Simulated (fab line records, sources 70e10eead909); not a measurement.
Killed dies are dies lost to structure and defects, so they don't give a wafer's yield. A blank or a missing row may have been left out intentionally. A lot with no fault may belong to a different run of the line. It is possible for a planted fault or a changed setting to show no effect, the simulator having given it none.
What tool caused it? | flow nand harc | Sampling: 13 lots, 39 wafers, 5 of 1159 route steps

WHAT THE GAUGES READ, wafer by wafer
NHARC_P_M1_INSPECT_27. Usual: raw defect count at 343, with a standard deviation of 120.
lot  | measured     | on                | raw defect count | flag
L196 | day 6 05:35  | defect inspect-02 | 295 310 128      |
L198 | day 6 19:07  | defect inspect-01 | 405 347 365      |
L199 | day 6 20:43  | defect inspect-01 | 411 433 242      |
L200 | day 7 12:15  | defect inspect-02 | 271 317 241      |
L202 | day 7 12:34  | defect inspect-01 | 470 673 292      |
L210 | day 9 08:59  | defect inspect-01 | 392 179 257      |
L211 | day 10 01:06 | defect inspect-01 | 276 187 343      |
L212 | day 10 01:55 | defect inspect-02 | 282 372 214      |
L215 | day 10 15:35 | defect inspect-01 | 207 242 234      |
L216 | day 11 03:31 | defect inspect-02 | 476 331 483      |
L217 | day 11 08:03 | defect inspect-02 | 204 388 345      |
L219 | day 11 12:52 | defect inspect-02 | 359 270 299      |
L218 | day 11 13:58 | defect inspect-02 | 374 332 388      |

NHARC_END_SORT_01. Usual: defect limited yield 95.7 %, standard deviation 1.5; killed at array 26, standard deviation 9.9; killed at other 0.8, standard deviation 1; killed at periphery 2.8, standard deviation 2.2; killed dies 29, standard deviation 9.9; killed open 3.2, standard deviation 1.8; killed short 2.1, standard deviation 1.4; sort_bin_2_pct 1.3 %, standard deviation 0.54; sort_bin_3_pct 0.23 %, standard deviation 0.2; sort_bin_4_pct 2.8 %, standard deviation 1; sort n pass 648, standard deviation 9.9; sort rim yield pct 95 %, standard deviation 3.5; sort yield pct 95.7 %, standard deviation 1.5.
lot  | measured     | on        | defect limited yield (%) | killed at array | killed at other | killed at periphery | killed dies | killed open | killed short | sort_bin_2_pct (%) | sort_bin_3_pct (%) | sort_bin_4_pct (%) | sort n pass | sort rim yield pct (%) | sort yield pct (%) | flag
L196 | day 19 08:55 | prober-02 | 96.0 93.5 95.7           | 23 34 24        | 1 0 0           | 3 10 5              | 27 44 29    | 1 3 1       | 2 4 1        | 1.5 1.6 1.2        | 0.44 0.44 0.30     | 2.1 4.4 2.8        | 650 633 648 | 95 95 92               | 96.0 93.5 95.7     |
L198 | day 20 15:25 | prober-02 | 96.3 94.8 95.9           | 24 31 25        | 1 0 0           | 0 4 3               | 25 35 28    | 2 6 4       | 1 2 0        | 1.3 1.3 1.3        | 0 0.30 0           | 2.4 3.5 2.8        | 652 642 649 | 97 99 95               | 96.3 94.8 95.9     |
L202 | day 21 00:59 | prober-01 | 96.2 97.3 95.7           | 23 14 27        | 1 1 0           | 2 3 2               | 26 18 29    | 5 3 3       | 2 4 4        | 1.0 1.3 1.2        | 0 0.15 0.15        | 2.8 1.2 3.0        | 651 659 648 | 94 97 94               | 96.2 97.3 95.7     |
L211 | day 22 22:02 | prober-02 | 95.0 93.9 95.9           | 26 34 25        | 1 0 1           | 7 7 2               | 34 41 28    | 2 6 3       | 2 0 2        | 1.5 1.8 1.0        | 0.15 0.44 0        | 3.4 3.8 3.1        | 643 636 649 | 97 96 92               | 95.0 93.9 95.9     |
L212 | day 22 23:43 | prober-01 | 94.8 96.0 95.0           | 33 26 33        | 0 0 0           | 2 1 1               | 35 27 34    | 6 1 5       | 3 3 2        | 1.3 1.5 1.8        | 0.30 0.15 0.15     | 3.5 2.4 3.1        | 642 650 643 | 91 94 93               | 94.8 96.0 95.0     |
L218 | day 24 21:35 | prober-01 | 97.3 96.9 96.6           | 13 15 18        | 2 0 0           | 3 6 5               | 18 21 23    | 2 1 3       | 1 3 1        | 0.4 1.2 1.3        | 0 0.15 0           | 2.2 1.8 2.1        | 659 656 654 | 97 99 95               | 97.3 96.9 96.6     |

WHICH TOOL RAN EACH LOT (tool, then ch and the chambers of the sampled wafers, then the start)
lot  | NHARC_P_M2_DEGAS_29          | NHARC_P_M2_PVD_20            | NHARC_P_M2_PRE_CLEAN_32
L196 | pvd sputter-01, day 6 08:11  | pvd sputter-01, day 6 08:17  | pecvd-03 ch 1,2, day 6 09:49
L198 | pvd sputter-01, day 6 21:43  | pvd sputter-01, day 6 21:56  | pecvd-03 ch 1,2, day 6 23:46
L199 | pvd sputter-02, day 6 23:13  | pvd sputter-02, day 6 23:20  | pecvd-02 ch 1,2, day 7 01:08
L200 | pvd sputter-01, day 7 15:12  | pvd sputter-01, day 7 15:20  | pecvd-03 ch 1,2, day 7 17:32
L202 | pvd sputter-03, day 7 15:16  | pvd sputter-03, day 7 15:22  | pecvd-04 ch 0,1,2, day 7 17:11
L210 | pvd sputter-01, day 9 11:54  | pvd sputter-01, day 9 12:01  | pecvd-03 ch 0,2, day 9 13:34
L211 | pvd sputter-01, day 10 03:42 | pvd sputter-01, day 10 03:54 | pecvd-04 ch 0,2, day 10 05:25
L212 | pvd sputter-01, day 10 04:37 | pvd sputter-01, day 10 04:46 | pecvd-02 ch 1,2, day 10 06:17
L215 | pvd sputter-02, day 10 18:25 | pvd sputter-02, day 10 18:33 | pecvd-04 ch 0,1, day 10 20:04
L216 | pvd sputter-03, day 11 06:04 | pvd sputter-03, day 11 06:13 | pecvd-02 ch 1,2, day 11 07:43
L217 | pvd sputter-02, day 11 10:38 | pvd sputter-02, day 11 10:46 | pecvd-02 ch 0,2, day 11 12:28
L219 | pvd sputter-02, day 11 15:36 | pvd sputter-02, day 11 15:46 | pecvd-04 ch 0,1, day 11 17:25
L218 | pvd sputter-01, day 11 16:35 | pvd sputter-01, day 11 16:43 | pecvd-04 ch 0,1,2, day 11 18:13
- NHARC_P_M2_DEGAS_29: time 60 s.
- NHARC_P_M2_PVD_20: deposits TaN, target thk 5 nm, time 8.06 s.
- NHARC_P_M2_PRE_CLEAN_32: time 12 s.

AS READ BY THE TOOLS THEMSELVES (means over the sampled wafers that have a number; for cases with no such wafer, the mark the record gives instead)
NHARC_P_M2_DEGAS_29. Usual: heater power w at 339 W, with a standard deviation of 38.
lot  | tool           | heater power w (W) | flag
L196 | pvd sputter-01 | 351                |
L198 | pvd sputter-01 | 324                |
L199 | pvd sputter-02 | 333                |
L200 | pvd sputter-01 | 352                |
L202 | pvd sputter-03 | 302                |
L210 | pvd sputter-01 | 334                |
L211 | pvd sputter-01 | 372                |
L212 | pvd sputter-01 | 352                |
L215 | pvd sputter-02 | 328                |
L216 | pvd sputter-03 | 338                |
L217 | pvd sputter-02 | 334                |
L219 | pvd sputter-02 | 327                |
L218 | pvd sputter-01 | 350                |

NHARC_P_M2_PVD_20. Usual: chamber pressure pa 0.12 Pa, standard deviation 0.00025; throttle valve pct 30.1 %, standard deviation 1.3.
lot  | tool           | chamber pressure pa (Pa) | throttle valve pct (%) | flag
L196 | pvd sputter-01 | 0.12                     | 29.3                   |
L198 | pvd sputter-01 | 0.12                     | 29.6                   |
L199 | pvd sputter-02 | 0.12                     | 30.4                   |
L200 | pvd sputter-01 | 0.12                     | 30.6                   |
L202 | pvd sputter-03 | 0.12                     | 32.0                   |
L210 | pvd sputter-01 | 0.12                     | 30.1                   |
L211 | pvd sputter-01 | 0.12                     | 30.2                   |
L212 | pvd sputter-01 | 0.12                     | 29.5                   |
L215 | pvd sputter-02 | 0.12                     | 29.7                   |
L216 | pvd sputter-03 | 0.12                     | 30.9                   |
L217 | pvd sputter-02 | 0.12                     | 30.4                   |
L219 | pvd sputter-02 | 0.12                     | 29.6                   |
L218 | pvd sputter-01 | 0.12                     | 29.6                   |

NHARC_P_M2_PRE_CLEAN_32. Usual: heater power w at 664 W, with a standard deviation of 62.
lot  | tool     | heater power w (W) | flag
L196 | pecvd-03 | 610                |
L198 | pecvd-03 | 616                |
L199 | pecvd-02 | 646                |
L200 | pecvd-03 | 555                |
L202 | pecvd-04 | 678                |
L210 | pecvd-03 | 648                |
L211 | pecvd-04 | 667                |
L212 | pecvd-02 | 649                |
L215 | pecvd-04 | 620                |
L216 | pecvd-02 | 633                |
L217 | pecvd-02 | 676                |
L219 | pecvd-04 | 688                |
L218 | pecvd-04 | 673                |

THE ANSWER, worked out from the rows above alone
Rule: a lot is off if the mean of its wafers that have a number lies more than 3 standard deviations from the usual mean. A lot without any number at a reading at which 4 lots or more have one is off too. All remaining lots with rows at the step are treated as sound. Order of review: gauges by route order, followed by the tools' own readings, for which a lot's mean as printed above is used. At the first step where some lot is off, the reading lying furthest off is the one used; lots without a number count as furthest.
No lot is off on any of the readings shown, so nothing can be concluded from this.

WHAT THE SIMULATOR HAD INSERTED
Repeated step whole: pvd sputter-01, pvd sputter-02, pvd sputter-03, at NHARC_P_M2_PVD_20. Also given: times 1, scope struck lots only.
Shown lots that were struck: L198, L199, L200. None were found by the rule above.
